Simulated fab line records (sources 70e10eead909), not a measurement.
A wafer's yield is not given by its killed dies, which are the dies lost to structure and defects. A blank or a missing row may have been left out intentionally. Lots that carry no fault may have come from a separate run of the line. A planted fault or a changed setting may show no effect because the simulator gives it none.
8D (eight disciplines) problem report, filled in by code | flow nandHarc | the parts of the form that need people (team, actions taken, sign-off) are left out

== 1. THE ISSUE ==
A mean of 177.8 sccm is read at NHARC_A_CONTACT_DEP_24 for mfcPrecursorSccm, taken on 1 wafer of 1 lot, against 161.3 sccm (standard deviation 0.5) on wafers free of any fault. That puts it +33 standard deviations away from the usual mean.
The step: deposits SiO2, target thk 500 nm.
The first sign was on wafer L451.3 at day 24 08:32, on pecvd-04. The record has a number at this step for 39 wafers belonging to 13 lots. By rule, "out" or "out of limits" means more than 4 standard deviations away from the usual mean. All remaining wafers that have a number are taken as sound.

== 2. WHAT IT IS, AND WHAT IT ISN'T ==
question                    | is                | is not
which readings at this step | mfcPrecursorSccm  | heaterPowerW, throttleValvePct
which lots                  | L451              | L445, L446, L447, L458, L459, L460, L461, L462, L463, L464, L466, L468
which wafers of those lots  | L451.3            | L451.2, L451.6
read on which tools         | pecvd-04          | pecvd-01, pecvd-03
when                        | from day 24 08:32 | up to then (11 sound wafers); but 27 sound wafers of L458, L459, L460, L461, L462, L463, L464, L466, L468 came after

== 3. SUSPECTS, AND WHAT RULES EACH OUT ==
Counting: a tool at a process step up to the reading stays a suspect if it ran every lot that is out. Sound lots after the first of them don't rule it out here, since some wafers of a struck lot are sound.
- aldMetal-04 at NHARC_A_WL_FILL_ALD_02 (deposits TiN, target thk 2 nm, pulse time 3 s, ald cycles 100): kept. The lot that is out, L451, ran on it at day 23 14:50; the last sound lot it ran before that was L445, at day 20 05:20.
- cvdW-01 at NHARC_A_WL_FILL_CVD_03 (deposits W, target thk 40 nm, time 279 s): kept. The lot that is out, L451, ran on it at day 23 15:15; the last sound lot it ran before that was L446, at day 20 06:02.
- aldHk-02 at NHARC_A_WL_FILL_ALD_10 (deposits SiO2, target thk 50 nm, pulse time 10 s, ald cycles 500): kept. The lot that is out, L451, ran on it at day 23 20:50; the last sound lot it ran before that was L446, at day 20 12:23.
- pecvd-04 at NHARC_A_CONTACT_DEP_24 (deposits SiO2, target thk 500 nm): kept. The lot that is out, L451, ran on it at day 24 08:32; the last sound lot it ran before that was L447, at day 22 13:01. Out on those wafers are its own readings of mfcPrecursorSccm.
- Within aldMetal-04 at NHARC_A_WL_FILL_ALD_02: the wafers that are out ran in chamber 0; their sound lot-mates ran in chambers 1, 3.
- Within pecvd-04 at NHARC_A_CONTACT_DEP_24, the wafers that are out were processed in chamber 0 and their sound lot-mates in chamber 2.
Left after counting: aldMetal-04 at NHARC_A_WL_FILL_ALD_02, cvdW-01 at NHARC_A_WL_FILL_CVD_03, aldHk-02 at NHARC_A_WL_FILL_ALD_10, pecvd-04 at NHARC_A_CONTACT_DEP_24.

== 4. THE CAUSE (what the simulator had put in) ==
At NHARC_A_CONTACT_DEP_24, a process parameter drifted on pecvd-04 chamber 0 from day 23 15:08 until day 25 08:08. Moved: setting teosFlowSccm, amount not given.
After counting, 4 suspects remain, this tool included.

== 5. THE CHAIN OF EFFECTS, in route order ==
Rows list readings where the struck wafers' mean (over those with a number) sits beyond 3 standard deviations from the usual. Scope: only readings with a usual standard deviation given in the record; hours: median across lots of the time from each lot's start at the first step in this table that gives one to its start at this step; sigmas: change in usual standard deviations.
hours | step                   | reading          | usual      | on struck wafers | change | sigmas
0     | NHARC_A_CONTACT_DEP_24 | mfcPrecursorSccm | 161.3 sccm | 177.8            | +16.5  | +33
It contains these process steps:
- NHARC_A_CONTACT_DEP_24: deposits SiO2, target thk 500 nm.

== 6. WHAT WOULD HAVE CAUGHT IT SOONER ==
First out-of-limits reading in this record: day 24 08:32, which is 17 hours after fault onset at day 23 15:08.
